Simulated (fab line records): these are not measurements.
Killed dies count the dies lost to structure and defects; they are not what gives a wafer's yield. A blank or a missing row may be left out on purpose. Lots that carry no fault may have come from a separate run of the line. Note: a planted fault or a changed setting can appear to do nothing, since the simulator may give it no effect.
What tool caused it? ; flow n5_finfet ; 24 lots with 72 wafers sampled at 6 steps, on a route of 1938 steps

## WHAT THE GAUGES SHOWED, per wafer
N5_BEOL_M1_CD_MEAS_35: target cd 18 nm, target cd y 21 nm.
lot;measured;on;cd_nm (nm)
L074;day 6 09:13;cd_sem-02;17.9 17.3 17.4
L075;day 6 12:07;cd_sem-03;18.4 17.8 18.1
L076;day 6 12:47;cd_sem-01;17.3 17.4 17.9
L077;day 7 05:14;cd_sem-01;17.6 17.1 18.4
L078;day 7 11:15;cd_sem-02;17.5 18.1 18.2
L079;day 7 11:23;cd_sem-01;17.9 17.7 17.9
L081;day 8 06:52;cd_sem-01;17.7 18.0 17.9
L080;day 8 06:55;cd_sem-02;18.3 17.9 18.2
L083;day 8 15:28;cd_sem-03;17.7 17.9 17.5
L082;day 8 16:05;cd_sem-01;17.9 17.1 17.5
L084;day 8 17:10;cd_sem-02;17.9 17.4 18.6
L085;day 8 23:29;cd_sem-03;17.7 17.4 16.8
L088;day 9 15:07;cd_sem-01;18.1 18.4 18.1
L086;day 9 18:12;cd_sem-03;18.0 17.9 18.5
L087;day 9 18:45;cd_sem-01;17.8 17.9 17.5
L089;day 10 00:11;cd_sem-01;17.7 18.1 18.1
L090;day 10 02:20;cd_sem-03;17.4 17.3 17.2
L092;day 10 15:41;cd_sem-01;17.9 17.5 18.3
L091;day 10 15:43;cd_sem-03;17.4 17.6 17.8
L093;day 11 01:16;cd_sem-01;17.5 17.7 18.0
L095;day 11 04:50;cd_sem-03;18.5 18.1 17.8
L094;day 11 06:04;cd_sem-01;17.5 18.2 18.0
L096;day 11 22:56;cd_sem-03;17.5 17.3 17.9
L097;day 12 02:02;cd_sem-01;17.6 17.5 18.3

N5_BEOL_M2_INSPECT_30: inspects for defects (brightfield).
lot;measured;on;raw_defect_count
L074;day 6 17:26;defect_inspect-02;470 439 626
L075;day 6 18:10;defect_inspect-01;353 289 361
L076;day 6 21:13;defect_inspect-01;562 534 455
L077;day 7 12:50;defect_inspect-01;368 372 375
L078;day 7 17:32;defect_inspect-01;563 642 424
L079;day 7 18:24;defect_inspect-02;290 205 376
L081;day 8 13:05;defect_inspect-01;243 432 412
L080;day 8 14:02;defect_inspect-02;330 356 383
L083;day 8 22:06;defect_inspect-02;484 346 432
L082;day 8 23:01;defect_inspect-01;381 311 359
L084;day 9 00:28;defect_inspect-02;514 446 599
L085;day 9 07:05;defect_inspect-02;219 367 290
L088;day 9 21:02;defect_inspect-01;369 431 414
L086;day 10 00:21;defect_inspect-01;402 451 269
L087;day 10 02:52;defect_inspect-01;335 443 417
L089;day 10 08:47;defect_inspect-01;582 316 479
L090;day 10 08:53;defect_inspect-01;436 319 335
L092;day 10 21:08;defect_inspect-02;436 396 429
L091;day 10 21:24;defect_inspect-02;385 573 536
L093;day 11 08:58;defect_inspect-02;618 461 483
L095;day 11 11:34;defect_inspect-02;454 481 413
L094;day 11 12:43;defect_inspect-01;465 563 448
L096;day 12 06:27;defect_inspect-02;369 467 278
L097;day 12 11:52;defect_inspect-01;374 392 328

## WHICH TOOL RAN EACH LOT (tool, then ch and the chambers of the sampled wafers, then the start)
lot;N5_BEOL_M1_STRIP_36;N5_BEOL_M1_SPUTTER_81;N5_BEOL_M1_SPUTTER_92;N5_BEOL_M1_ANNEAL_51
L074;rie_diel-05 ch 0,2,3, day 6 08:52;pvd_sputter-02, day 6 10:48;pvd_sputter-02, day 6 11:41;rtp_anneal-02 ch 0, day 6 12:47
L075;rie_diel-03 ch 1,2,3, day 6 11:46;pvd_sputter-02, day 6 13:23;pvd_sputter-02, day 6 14:16;rtp_anneal-02 ch 0, day 6 15:03
L076;rie_diel-03 ch 1,2,3, day 6 12:25;pvd_sputter-03, day 6 15:35;pvd_sputter-03, day 6 16:28;rtp_anneal-01 ch 0, day 6 17:11
L077;rie_diel-05 ch 0,1,3, day 7 04:53;pvd_sputter-02, day 7 07:35;pvd_sputter-02, day 7 08:28;rtp_anneal-01 ch 0, day 7 10:08
L078;rie_diel-03 ch 2,3, day 7 10:54;pvd_sputter-01, day 7 12:31;pvd_sputter-01, day 7 13:23;rtp_anneal-02 ch 0, day 7 14:01
L079;rie_diel-05 ch 0,1,2, day 7 11:01;pvd_sputter-02, day 7 12:39;pvd_sputter-02, day 7 13:32;rtp_anneal-02 ch 0, day 7 14:20
L081;rie_diel-03 ch 0,1,3, day 8 06:31;pvd_sputter-03, day 8 08:38;pvd_sputter-03, day 8 09:31;rtp_anneal-01 ch 0, day 8 10:09
L080;rie_diel-02 ch 1,2, day 8 06:34;pvd_sputter-01, day 8 08:52;pvd_sputter-01, day 8 09:50;rtp_anneal-01 ch 0, day 8 10:38
L083;rie_diel-02 ch 1,2,3, day 8 15:07;pvd_sputter-01, day 8 17:14;pvd_sputter-01, day 8 18:11;rtp_anneal-02 ch 0, day 8 18:52
L082;rie_diel-05 ch 0,1, day 8 15:44;pvd_sputter-03, day 8 17:59;pvd_sputter-03, day 8 18:52;rtp_anneal-02 ch 0, day 8 19:30
L084;rie_diel-02 ch 0,2, day 8 16:49;pvd_sputter-02, day 8 19:54;pvd_sputter-02, day 8 20:47;rtp_anneal-02 ch 0, day 8 21:30
L085;rie_diel-02 ch 0,1,2, day 8 23:08;pvd_sputter-03, day 9 01:29;pvd_sputter-03, day 9 02:22;rtp_anneal-02 ch 0, day 9 03:00
L088;rie_diel-02 ch 0,2,3, day 9 14:46;pvd_sputter-01, day 9 16:31;pvd_sputter-01, day 9 17:24;rtp_anneal-02 ch 0, day 9 18:16
L086;rie_diel-03 ch 0,1,3, day 9 17:51;pvd_sputter-01, day 9 19:33;pvd_sputter-01, day 9 20:26;rtp_anneal-02 ch 0, day 9 21:07
L087;rie_diel-02 ch 0,2, day 9 18:24;pvd_sputter-02, day 9 21:32;pvd_sputter-02, day 9 22:25;rtp_anneal-02 ch 0, day 9 23:03
L089;rie_diel-03 ch 1,2, day 9 23:50;pvd_sputter-03, day 10 02:01;pvd_sputter-03, day 10 02:53;rtp_anneal-01 ch 0, day 10 03:34
L090;rie_diel-05 ch 2,3, day 10 01:59;pvd_sputter-03, day 10 03:51;pvd_sputter-03, day 10 04:44;rtp_anneal-02 ch 0, day 10 05:27
L092;rie_diel-02 ch 0,1,2, day 10 15:20;pvd_sputter-01, day 10 16:58;pvd_sputter-01, day 10 17:50;rtp_anneal-01 ch 0, day 10 18:34
L091;rie_diel-03 ch 0,1,3, day 10 15:22;pvd_sputter-03, day 10 17:02;pvd_sputter-03, day 10 17:55;rtp_anneal-02 ch 0, day 10 18:33
L093;rie_diel-02 ch 1,2,3, day 11 00:49;pvd_sputter-03, day 11 03:04;pvd_sputter-03, day 11 03:56;rtp_anneal-01 ch 0, day 11 04:58
L095;rie_diel-03 ch 1,2,3, day 11 04:29;pvd_sputter-02, day 11 06:43;pvd_sputter-02, day 11 07:35;rtp_anneal-02 ch 0, day 11 08:14
L094;rie_diel-05 ch 0,2,3, day 11 05:43;pvd_sputter-01, day 11 08:02;pvd_sputter-01, day 11 08:55;rtp_anneal-02 ch 0, day 11 09:56
L096;rie_diel-05 ch 0,2,3, day 11 22:35;pvd_sputter-02, day 12 00:21;pvd_sputter-02, day 12 01:14;rtp_anneal-02 ch 0, day 12 01:52
L097;rie_diel-03 ch 0,1,3, day 12 01:41;pvd_sputter-02, day 12 03:55;pvd_sputter-02, day 12 04:47;rtp_anneal-02 ch 0, day 12 05:26
- N5_BEOL_M1_STRIP_36: strips in N2/H2.
- N5_BEOL_M1_SPUTTER_81: material Cu, target thk 4.5 nm, time 8.29 s.
- N5_BEOL_M1_SPUTTER_92: material Cu, target thk 4.5 nm, time 8.29 s.
- N5_BEOL_M1_ANNEAL_51: time 90 s.

## WHAT THE TOOLS THEMSELVES READ (means of the sampled wafers that have a number; where no wafer has one, the mark that the record gives instead)
N5_BEOL_M1_STRIP_36.
lot;tool;drypump_motor_current_A (A);h2_flow_sccm (sccm);oes_product_au (a.u.);rf_vpp_V (V);showerhead_plenum_p_Torr (Torr);throttle_valve_pct (%)
L074;rie_diel-05;6.1;199.7;0.81;57.5;2.51;23.7
L075;rie_diel-03;5.7;200.1;0.83;59.7;2.60;23.5
L076;rie_diel-03;5.7;199.4;0.83;60.1;2.60;23.5
L077;rie_diel-05;6.0;200.4;0.77;58.2;2.54;23.7
L078;rie_diel-03;6.3;200.3;0.79;60.8;2.58;23.6
L079;rie_diel-05;5.8;200.0;0.76;59.7;2.55;23.4
L081;rie_diel-03;5.6;200.5;0.86;60.3;2.55;23.6
L080;rie_diel-02;5.9;200.2;0.78;60.2;2.47;23.7
L083;rie_diel-02;5.9;200.5;0.76;57.6;2.51;23.8
L082;rie_diel-05;5.7;199.9;0.73;60.3;2.57;23.4
L084;rie_diel-02;6.1;199.8;0.76;58.3;2.51;23.4
L085;rie_diel-02;5.9;200.4;0.80;59.1;2.49;23.5
L088;rie_diel-02;5.8;199.6;0.78;58.9;2.52;23.7
L086;rie_diel-03;5.6;199.8;0.84;60.9;2.54;23.6
L087;rie_diel-02;6.1;200.4;0.77;60.5;2.51;23.4
L089;rie_diel-03;5.4;199.9;0.76;59.5;2.60;23.5
L090;rie_diel-05;6.1;200.0;0.81;59.6;2.52;23.5
L092;rie_diel-02;5.9;200.2;0.79;59.2;2.49;23.6
L091;rie_diel-03;5.6;200.5;0.83;58.5;2.54;23.6
L093;rie_diel-02;5.9;200.1;0.74;59.1;2.50;23.8
L095;rie_diel-03;5.7;200.4;0.80;59.5;2.58;23.5
L094;rie_diel-05;6.0;200.6;0.77;58.3;2.50;23.7
L096;rie_diel-05;6.0;200.2;0.76;58.4;2.50;23.7
L097;rie_diel-03;5.6;199.7;0.82;58.2;2.53;23.6

N5_BEOL_M1_SPUTTER_81.
lot;tool;throttle_valve_pct (%)
L074;pvd_sputter-02;30.5
L075;pvd_sputter-02;31.8
L076;pvd_sputter-03;29.9
L077;pvd_sputter-02;29.7
L078;pvd_sputter-01;30.8
L079;pvd_sputter-02;30.7
L081;pvd_sputter-03;29.5
L080;pvd_sputter-01;29.7
L083;pvd_sputter-01;29.9
L082;pvd_sputter-03;30.0
L084;pvd_sputter-02;30.2
L085;pvd_sputter-03;29.6
L088;pvd_sputter-01;29.6
L086;pvd_sputter-01;30.3
L087;pvd_sputter-02;30.8
L089;pvd_sputter-03;29.6
L090;pvd_sputter-03;29.1
L092;pvd_sputter-01;30.5
L091;pvd_sputter-03;30.2
L093;pvd_sputter-03;29.8
L095;pvd_sputter-02;28.2
L094;pvd_sputter-01;29.7
L096;pvd_sputter-02;29.7
L097;pvd_sputter-02;29.6

N5_BEOL_M1_SPUTTER_92.
lot;tool;throttle_valve_pct (%)
L074;pvd_sputter-02;30.5
L075;pvd_sputter-02;31.6
L076;pvd_sputter-03;29.9
L077;pvd_sputter-02;29.7
L078;pvd_sputter-01;30.9
L079;pvd_sputter-02;30.6
L081;pvd_sputter-03;29.4
L080;pvd_sputter-01;29.7
L083;pvd_sputter-01;29.7
L082;pvd_sputter-03;30.1
L084;pvd_sputter-02;30.1
L085;pvd_sputter-03;29.3
L088;pvd_sputter-01;29.6
L086;pvd_sputter-01;30.2
L087;pvd_sputter-02;30.7
L089;pvd_sputter-03;29.6
L090;pvd_sputter-03;29.0
L092;pvd_sputter-01;30.5
L091;pvd_sputter-03;30.1
L093;pvd_sputter-03;30.1
L095;pvd_sputter-02;28.1
L094;pvd_sputter-01;29.6
L096;pvd_sputter-02;29.8
L097;pvd_sputter-02;29.6

N5_BEOL_M1_ANNEAL_51.
lot;tool;wafer_temp_C_max
L074;rtp_anneal-02;225.65
L075;rtp_anneal-02;225.45
L076;rtp_anneal-01;225.98
L077;rtp_anneal-01;225.90
L078;rtp_anneal-02;225.71
L079;rtp_anneal-02;225.67
L081;rtp_anneal-01;226.01
L080;rtp_anneal-01;226.02
L083;rtp_anneal-02;225.65
L082;rtp_anneal-02;225.78
L084;rtp_anneal-02;225.62
L085;rtp_anneal-02;225.83
L088;rtp_anneal-02;225.59
L086;rtp_anneal-02;226.07
L087;rtp_anneal-02;225.77
L089;rtp_anneal-01;225.84
L090;rtp_anneal-02;225.74
L092;rtp_anneal-01;225.75
L091;rtp_anneal-02;225.60
L093;rtp_anneal-01;225.95
L095;rtp_anneal-02;225.80
L094;rtp_anneal-02;225.94
L096;rtp_anneal-02;225.73
L097;rtp_anneal-02;225.61

## THE ANSWER, worked out from the rows above alone
Rule: what is usual is taken from the lots themselves. Put in order of their means at a reading, lots are off if they are a third of the lots or fewer, leave a main group of 4 or more, and stand apart from it by a gap of 3 or more times the standard deviation of the main group's means; of several such gaps the widest counts. The tables above print the reading to a certain number of digits; a main group whose means all agree to those digits is not used. A lot without any number at a reading at which 4 lots or more have one is off too. Any other lot the step has rows for is counted as sound. After the gauges, taken in route order, come the tools' own readings; for these a lot's mean is taken, as printed above. At the first step where some lot is off, the reading lying furthest off is the one used; lots without a number count as furthest.
No lot is off on any of the readings shown, so nothing can be concluded from this.

## WHAT THE SIMULATOR HAD INSERTED
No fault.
